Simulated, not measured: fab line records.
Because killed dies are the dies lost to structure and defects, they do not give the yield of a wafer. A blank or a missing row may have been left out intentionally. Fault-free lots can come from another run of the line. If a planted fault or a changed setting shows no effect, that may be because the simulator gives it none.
Matching of chambers :: flow nand harc :: NHARC_P_M2_DESCUM_14 on rie diel-03 has 4 sister chambers
The step chemistry O2, time 3 s. 14 wafers are shown with their chamber, then 7 later ones without.

## WAFERS PAIRED WITH THEIR CHAMBERS
wafer: L076.2
chamber: 1
showerhead plenum p Torr (Torr): 1.85
drypump motor current A (A): 5.25
oes product au (a.u.): 0.979

wafer: L076.5
chamber: 1
showerhead plenum p Torr (Torr): 1.86
drypump motor current A (A): 5.27
oes product au (a.u.): 0.981

wafer: L076.6
chamber: 2
showerhead plenum p Torr (Torr): 1.99
drypump motor current A (A): 5.75
oes product au (a.u.): 1.003

wafer: L081.2
chamber: 0
showerhead plenum p Torr (Torr): 1.94
drypump motor current A (A): 5.66
oes product au (a.u.): 1.002

wafer: L081.3
chamber: 1
showerhead plenum p Torr (Torr): 1.85
drypump motor current A (A): 5.26
oes product au (a.u.): 0.970

wafer: L081.4
chamber: 3
showerhead plenum p Torr (Torr): 1.85
drypump motor current A (A): 5.17
oes product au (a.u.): 0.998

wafer: L087.2
chamber: 0
showerhead plenum p Torr (Torr): 1.94
drypump motor current A (A): 5.66
oes product au (a.u.): 0.991

wafer: L087.4
chamber: 1
showerhead plenum p Torr (Torr): 1.85
drypump motor current A (A): 5.24
oes product au (a.u.): 0.988

wafer: L087.6
chamber: 0
showerhead plenum p Torr (Torr): 1.94
drypump motor current A (A): 5.73
oes product au (a.u.): 1.000

wafer: L087.1
chamber: 2
showerhead plenum p Torr (Torr): 1.99
drypump motor current A (A): 5.73
oes product au (a.u.): 1.014

wafer: L087.3
chamber: 1
showerhead plenum p Torr (Torr): 1.85
drypump motor current A (A): 5.25
oes product au (a.u.): 0.990

wafer: L087.5
chamber: 2
showerhead plenum p Torr (Torr): 1.99
drypump motor current A (A): 5.77
oes product au (a.u.): 0.998

wafer: L090.2
chamber: 3
showerhead plenum p Torr (Torr): 1.84
drypump motor current A (A): 5.18
oes product au (a.u.): 0.994

wafer: L090.3
chamber: 0
showerhead plenum p Torr (Torr): 1.94
drypump motor current A (A): 5.67
oes product au (a.u.): 0.976

SIGNATURES, as means of the wafers listed above
reading: showerhead plenum p Torr
chamber 0: 1.9400
chamber 1: 1.8520
chamber 2: 1.9900
chamber 3: 1.8450
scatter within a chamber: 0.00361

reading: drypump motor current A
chamber 0: 5.6800
chamber 1: 5.2540
chamber 2: 5.7500
chamber 3: 5.1750
scatter within a chamber: 0.0218

reading: oes product au
chamber 0: 0.99225
chamber 1: 0.98160
chamber 2: 1.00500
chamber 3: 0.99600
scatter within a chamber: 0.00903
Rule: for a wafer and a chamber, the distance is found by dividing, reading by reading, the gap between the wafer's reading and the chamber's mean by the reading's scatter, squaring, summing and taking the root. If the next closest chamber is less than 2 further off than the closest, the wafer can't be placed; otherwise it belongs to the closest. The scatter: take each reading less its chamber's mean, square it, sum over the shown wafers, divide by the number of wafers less the number of chambers, and take the root.

## WAFERS WITHOUT THEIR CHAMBER
wafer: L090.6
showerhead plenum p Torr (Torr): 1.94
drypump motor current A (A): 5.66
oes product au (a.u.): 0.986

wafer: L090.1
showerhead plenum p Torr (Torr): 1.85
drypump motor current A (A): 5.26
oes product au (a.u.): 0.978

wafer: L090.4
showerhead plenum p Torr (Torr): 1.98
drypump motor current A (A): 5.75
oes product au (a.u.): 1.017

wafer: L090.5
showerhead plenum p Torr (Torr): 1.85
drypump motor current A (A): 5.26
oes product au (a.u.): 0.985

wafer: L091.1
showerhead plenum p Torr (Torr): 1.85
drypump motor current A (A): 5.26
oes product au (a.u.): 0.973

wafer: L091.3
showerhead plenum p Torr (Torr): 1.94
drypump motor current A (A): 5.64
oes product au (a.u.): 0.973

wafer: L091.6
showerhead plenum p Torr (Torr): 1.84
drypump motor current A (A): 5.16
oes product au (a.u.): 0.997

## EACH ONE'S CHAMBER
wafer: L090.6
from the rows above: 0
in truth: 0

wafer: L090.1
from the rows above: 1
in truth: 1

wafer: L090.4
from the rows above: 2
in truth: 2

wafer: L090.5
from the rows above: 1
in truth: 1

wafer: L091.1
from the rows above: 1
in truth: 1

wafer: L091.3
from the rows above: 0
in truth: 0

wafer: L091.6
from the rows above: 3
in truth: 3
Correctly placed: 7 of 7. Left unplaced by these rows: 0. Number placed wrongly: 0.
